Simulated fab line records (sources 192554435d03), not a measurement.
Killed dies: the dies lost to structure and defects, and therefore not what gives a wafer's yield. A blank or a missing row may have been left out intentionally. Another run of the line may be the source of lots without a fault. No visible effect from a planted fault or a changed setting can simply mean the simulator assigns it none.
Chamber matching + flow n5Finfet + N5_HKMG_FIN_ALD_71 on aldMetal-03 has 4 sister chambers
The step deposits TiN, target thk 1 nm, pulse time 1 s, purge time 3 s. 20 wafers are shown with their chamber, then 10 later ones without.

== WAFERS WITH THEIR CHAMBER ==
| wafer  | chamber | heaterPowerW (W) | precursorPulseHeightRel |
|--------|---------|------------------|-------------------------|
| L074.2 | 3       | 878              | 1.024                   |
| L074.5 | 1       | 768              | 0.993                   |
| L074.6 | 0       | 1014             | 1.010                   |
| L078.1 | 3       | 867              | 1.031                   |
| L078.4 | 2       | 925              | 1.001                   |
| L078.6 | 3       | 874              | 1.001                   |
| L079.2 | 3       | 876              | 0.984                   |
| L079.3 | 0       | 997              | 0.965                   |
| L079.4 | 2       | 979              | 1.053                   |
| L081.2 | 1       | 783              | 1.005                   |
| L081.5 | 1       | 777              | 0.996                   |
| L081.6 | 2       | 970              | 0.945                   |
| L082.1 | 0       | 999              | 0.972                   |
| L082.5 | 3       | 862              | 1.005                   |
| L082.6 | 2       | 983              | 1.004                   |
| L083.1 | 2       | 981              | 1.017                   |
| L083.3 | 1       | 791              | 1.029                   |
| L083.4 | 3       | 896              | 0.981                   |
| L084.1 | 0       | 1011             | 0.998                   |
| L084.3 | 3       | 884              | 1.005                   |

SIGNATURES, as means of the wafers listed above
| reading                 | chamber 0 | chamber 1 | chamber 2 | chamber 3 | scatter within a chamber |
|-------------------------|-----------|-----------|-----------|-----------|--------------------------|
| heaterPowerW            | 1005.25   | 779.75    | 967.60    | 876.71    | 15                       |
| precursorPulseHeightRel | 0.98625   | 1.00575   | 1.00400   | 1.00443   | 0.0254                   |
Rule: for a wafer and a chamber, the distance is found by dividing, reading by reading, the gap between the wafer's reading and the chamber's mean by the reading's scatter, squaring, summing and taking the root. If the next closest chamber is less than 2 further off than the closest, the wafer can't be placed; otherwise it belongs to the closest. The scatter: take each reading less its chamber's mean, square it, sum over the shown wafers, divide by the number of wafers less the number of chambers, and take the root.

== WAFERS MISSING THEIR CHAMBER ==
| wafer  | heaterPowerW (W) | precursorPulseHeightRel |
|--------|------------------|-------------------------|
| L084.6 | 982              | 0.954                   |
| L093.2 | 1017             | 1.027                   |
| L093.4 | 767              | 0.994                   |
| L093.5 | 857              | 1.003                   |
| L095.1 | 895              | 0.984                   |
| L095.4 | 763              | 0.995                   |
| L095.5 | 778              | 0.984                   |
| L097.4 | 984              | 0.973                   |
| L097.5 | 764              | 1.003                   |
| L097.6 | 896              | 0.992                   |

== THE CHAMBER EACH PASSED THROUGH ==
| wafer  | from the rows above     | in truth |
|--------|-------------------------|----------|
| L084.6 | can't be placed: 0 or 2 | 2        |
| L093.2 | can't be placed: 0 or 2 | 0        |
| L093.4 | 1                       | 1        |
| L093.5 | 3                       | 3        |
| L095.1 | 3                       | 3        |
| L095.4 | 1                       | 1        |
| L095.5 | 1                       | 1        |
| L097.4 | can't be placed: 0 or 2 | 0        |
| L097.5 | 1                       | 1        |
| L097.6 | 3                       | 3        |
7 of 10 placed correctly. Can't be placed from these rows: 3 (the true chamber is among the candidates in 3). 0 placed wrongly.
